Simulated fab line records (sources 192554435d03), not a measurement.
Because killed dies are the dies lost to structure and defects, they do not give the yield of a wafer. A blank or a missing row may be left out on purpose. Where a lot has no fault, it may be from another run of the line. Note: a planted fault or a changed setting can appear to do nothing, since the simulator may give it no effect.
Split-lot experiment | flow n5_finfet | 21 wafers read across 7 lots, on a route 1938 steps long

## ON THE SPLIT
At N5_BEOL_M1_COAT_61 (time 60 s, resist thk 60 nm), the setting spin_rpm was moved away from the recipe's 1500 rpm on 10 of the 21 wafers read, by -10.7% to +8.8%. This setting was run at the recipe's value on the other wafers.

## FROM THE SPLIT TO THE READING: what the file shows between them, 4 steps
- N5_BEOL_M1_COAT_62: time 60 s, resist thk 12 nm
- N5_BEOL_M1_COAT_73: time 60 s, resist thk 5 nm
- N5_BEOL_M1_ETCH_74: etches underlayer in N2/H2, target depth 6.5 nm, time 5.2 s
- N5_BEOL_M1_ETCH_63: etches SiARC in CF4, target depth 15.6 nm, time 26 s

## THE READING
etch.depth_nm (the simulator's own value, which no gauge read), in nm, at N5_BEOL_M1_ETCH_64 (etches SOC in N2/H2, target depth 75 nm, overetch 15 nm, time 112.5 s). The file gives no usual value for it. Across the 11 wafers here that went through the recipe, the average is 60.17 nm and the standard deviation 0.23 nm.

wafer  | tool, chamber at the split | spin_rpm as run, rpm | against the recipe | etch.depth_nm, nm | against lot-mates on the recipe
L074.1 | litho_track-04, 0          | 1500                 | recipe             | 60.5              | -
L074.4 | litho_track-04, 0          | 1586                 | +5.7%              | 58.74             | -1.67
L074.6 | litho_track-04, 0          | 1500                 | recipe             | 60.33             | -
L075.1 | litho_track-01, 0          | 1603                 | +6.9%              | 58.35             | -1.81
L075.3 | litho_track-01, 0          | 1500                 | recipe             | 60.16             | -
L075.6 | litho_track-01, 0          | 1603                 | +6.9%              | 58.4              | -1.76
L077.4 | litho_track-04, 0          | 1583                 | +5.5%              | 58.63             | -1.56
L077.5 | litho_track-04, 0          | 1583                 | +5.5%              | 58.71             | -1.48
L077.6 | litho_track-04, 0          | 1500                 | recipe             | 60.19             | -
L079.3 | litho_track-04, 0          | 1500                 | recipe             | 60.36             | -
L079.4 | litho_track-04, 0          | 1500                 | recipe             | 60.21             | -
L079.5 | litho_track-04, 0          | 1500                 | recipe             | 60.37             | -
L084.1 | litho_track-03, 0          | 1632                 | +8.8%              | 57.37             | -2.26
L084.4 | litho_track-03, 0          | 1632                 | +8.8%              | 57.37             | -2.26
L084.6 | litho_track-03, 0          | 1500                 | recipe             | 59.63             | -
L089.3 | litho_track-04, 0          | 1358                 | -9.5%              | 63.11             | +3.02
L089.4 | litho_track-04, 0          | 1358                 | -9.5%              | 63.03             | +2.94
L089.5 | litho_track-04, 0          | 1500                 | recipe             | 60.09             | -
L091.1 | litho_track-03, 0          | 1340                 | -10.7%             | 63.26             | +3.23
L091.2 | litho_track-03, 0          | 1500                 | recipe             | 60.08             | -
L091.6 | litho_track-03, 0          | 1500                 | recipe             | 59.97             | -

FIT RESULTS
A straight line over all 21 wafers: etch.depth_nm changes by -0.294 nm for each +1% of spin_rpm; r = -0.99; the points scatter about the line by 0.21 nm.
The same after taking each lot's own level away (the mean of its wafers on the recipe; 21 wafers): -0.288 nm for each +1%; r = -1.00; scatter 0.12 nm.
Per that fit: largest spin_rpm move, reading shift of 3.1 nm.
The span of the lots' own levels, 59.630 to 60.415 nm, comes to 3.5 times the standard deviation stated above.
The two slopes are in agreement: the lot-to-lot level therefore moves the slope only a little.
Check: for one of the wafers moved furthest among these (-10.7%), held out of the fit, the line's prediction against its lot-mates is +3.12 nm. Against them it came out at +3.23 nm.

## OTHER SPLITS APPLIED TO THESE WAFERS
Before the reading, these wafers also passed through other splits. Each is held against what the fit with the lots' levels taken away leaves over:
other split on the same wafers         | wafers away from the commonest value | r with etch.depth_nm (lot level and that fit taken away)
N5_GATE_CUT_COAT_27 spin_rpm           | 3                                    | -0.08
N5_MOL_CONTACT_COAG_COAT_76 spin_rpm   | 3                                    | -0.39
N5_BEOL_M0_SAQP_HM_DEP_02 target_thk_a | 5                                    | -0.15
N5_BEOL_M0_SAQP_MANDREL_ETCH_20 bias_w | 8                                    | -0.26
N5_BEOL_M1_ILD_DEP_00 time_s           | 10                                   | +0.19

## THE WHOLE CHAIN: every reading that the file lists as answering this split, in the file's order
step               | what it does                                                          | reading                                                                        | change (the file's fit)               | r (the file's)
N5_BEOL_M1_COAT_61 | time 60 s, resist thk 60 nm                                           | SOC_of_BEOL_M1_COAT_61.thk_nm (the simulator's own value, which no gauge read) | -0.288 nm for each +1% of the setting | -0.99
N5_BEOL_M1_ETCH_64 | etches SOC in N2/H2, target depth 75 nm, overetch 15 nm, time 112.5 s | etch.depth_nm (the simulator's own value, which no gauge read)                 | -0.288 nm for each +1% of the setting | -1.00

## THE FILE'S OWN FIT
etch.depth_nm changes by -0.288 nm for each +1% of spin_rpm, r = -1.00.
